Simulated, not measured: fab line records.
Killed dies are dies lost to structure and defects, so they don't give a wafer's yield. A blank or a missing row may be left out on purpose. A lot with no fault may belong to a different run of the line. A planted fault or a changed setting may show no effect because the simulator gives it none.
Split-lot trial / flow n5-finfet / route with 1938 steps; 7 lots, 21 wafers read

SPLIT DETAILS
At N5_FIN_SAQP_ETCH_52 (etches SOC in N2/H2, target depth 100 nm, overetch 20 nm, time 150 s), the setting source-w was moved away from the recipe's 840 W on 5 of the 21 wafers read, by -11.0% to +9.5%. For the rest of the wafers, this setting stayed at what the recipe calls for.

The split's own step is where the reading is taken.

THE READING
rf-vpp-V, in V, at N5_FIN_SAQP_ETCH_52 (etches SOC in N2/H2, target depth 100 nm, overetch 20 nm, time 150 s). Fault-free wafers of this fab line usually give 524.4 V, standard deviation 2.2 V.

wafer=L074.1; tool, chamber at the split=rie-diel-01, 3; source-w as run, W=920.2; against the recipe=+9.5%; rf-vpp-V, V=511.9; against lot-mates on the recipe=-7.9
wafer=L074.4; tool, chamber at the split=rie-diel-01, 2; source-w as run, W=920.2; against the recipe=+9.5%; rf-vpp-V, V=504.3; against lot-mates on the recipe=-15.5
wafer=L074.5; tool, chamber at the split=rie-diel-01, 2; source-w as run, W=840; against the recipe=recipe; rf-vpp-V, V=519.8; against lot-mates on the recipe=-
wafer=L080.3; tool, chamber at the split=rie-diel-01, 3; source-w as run, W=840; against the recipe=recipe; rf-vpp-V, V=523.6; against lot-mates on the recipe=-
wafer=L080.5; tool, chamber at the split=rie-diel-01, 2; source-w as run, W=840; against the recipe=recipe; rf-vpp-V, V=521.4; against lot-mates on the recipe=-
wafer=L080.6; tool, chamber at the split=rie-diel-01, 1; source-w as run, W=840; against the recipe=recipe; rf-vpp-V, V=526.0; against lot-mates on the recipe=-
wafer=L081.1; tool, chamber at the split=rie-diel-04, 2; source-w as run, W=747.3; against the recipe=-11.0%; rf-vpp-V, V=547.6; against lot-mates on the recipe=+23.2
wafer=L081.2; tool, chamber at the split=rie-diel-04, 1; source-w as run, W=840; against the recipe=recipe; rf-vpp-V, V=523.7; against lot-mates on the recipe=-
wafer=L081.5; tool, chamber at the split=rie-diel-04, 0; source-w as run, W=840; against the recipe=recipe; rf-vpp-V, V=525.0; against lot-mates on the recipe=-
wafer=L083.1; tool, chamber at the split=rie-diel-01, 2; source-w as run, W=840; against the recipe=recipe; rf-vpp-V, V=520.7; against lot-mates on the recipe=-
wafer=L083.2; tool, chamber at the split=rie-diel-01, 3; source-w as run, W=840; against the recipe=recipe; rf-vpp-V, V=524.7; against lot-mates on the recipe=-
wafer=L083.6; tool, chamber at the split=rie-diel-01, 3; source-w as run, W=840; against the recipe=recipe; rf-vpp-V, V=526.1; against lot-mates on the recipe=-
wafer=L084.3; tool, chamber at the split=rie-diel-04, 0; source-w as run, W=905; against the recipe=+7.7%; rf-vpp-V, V=513.5; against lot-mates on the recipe=-10.7
wafer=L084.4; tool, chamber at the split=rie-diel-04, 1; source-w as run, W=905; against the recipe=+7.7%; rf-vpp-V, V=510.5; against lot-mates on the recipe=-13.7
wafer=L084.5; tool, chamber at the split=rie-diel-04, 1; source-w as run, W=840; against the recipe=recipe; rf-vpp-V, V=524.2; against lot-mates on the recipe=-
wafer=L090.3; tool, chamber at the split=rie-diel-04, 0; source-w as run, W=840; against the recipe=recipe; rf-vpp-V, V=527.4; against lot-mates on the recipe=-
wafer=L090.4; tool, chamber at the split=rie-diel-04, 1; source-w as run, W=840; against the recipe=recipe; rf-vpp-V, V=522.3; against lot-mates on the recipe=-
wafer=L090.5; tool, chamber at the split=rie-diel-04, 1; source-w as run, W=840; against the recipe=recipe; rf-vpp-V, V=523.5; against lot-mates on the recipe=-
wafer=L097.1; tool, chamber at the split=rie-diel-04, 0; source-w as run, W=840; against the recipe=recipe; rf-vpp-V, V=525.9; against lot-mates on the recipe=-
wafer=L097.4; tool, chamber at the split=rie-diel-04, 2; source-w as run, W=840; against the recipe=recipe; rf-vpp-V, V=527.9; against lot-mates on the recipe=-
wafer=L097.6; tool, chamber at the split=rie-diel-04, 0; source-w as run, W=840; against the recipe=recipe; rf-vpp-V, V=526.5; against lot-mates on the recipe=-

FIT RESULTS
A straight line over all 21 wafers: rf-vpp-V changes by -1.81 V for each +1% of source-w; r = -0.95; the points scatter about the line by 2.6 V.
The same after taking each lot's own level away (the mean of its wafers on the recipe; 21 wafers): -1.61 V for each +1%; r = -0.94; scatter 2.6 V.
Per that fit: largest source-w move, reading shift of 18 V.
The lots' own levels span 519.80 to 526.77 V, that is 3.2 times the standard deviation above.
Thus the slope moves with the lot-to-lot level: the two fits are different.
Check: +15 V against its lot-mates is what the line predicts for one of the wafers moved furthest among these (-11.0%) when that wafer is left out of the fit. It came out at +23.2 V against them.
Tool readings at the split's step, against how far the setting was moved: rf-vpp-V r = -0.95.

OTHER SPLITS APPLIED TO THESE WAFERS
These wafers also went through other splits before the reading. Each is held against what the fit with the lots' levels taken away leaves over:
other split on the same wafers=N5_ZERO_LAYER_COAT_05 spin-rpm; wafers away from the commonest value=9; r with rf-vpp-V (lot level and that fit taken away)=-0.02
other split on the same wafers=N5_ZERO_LAYER_EXPOSE_08 dose-mj; wafers away from the commonest value=11; r with rf-vpp-V (lot level and that fit taken away)=-0.15
other split on the same wafers=N5_PMOS_HMC_CHANNEL_EPI_EXPOSE_06 dose-mj; wafers away from the commonest value=6; r with rf-vpp-V (lot level and that fit taken away)=+0.04
other split on the same wafers=N5_PMOS_HMC_CHANNEL_EPI_PEB_07 peb-temp-c; wafers away from the commonest value=8; r with rf-vpp-V (lot level and that fit taken away)=+0.03

THE FILE'S OWN FIT
rf-vpp-V changes by -1.7 V for each +1% of source-w, r = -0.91.
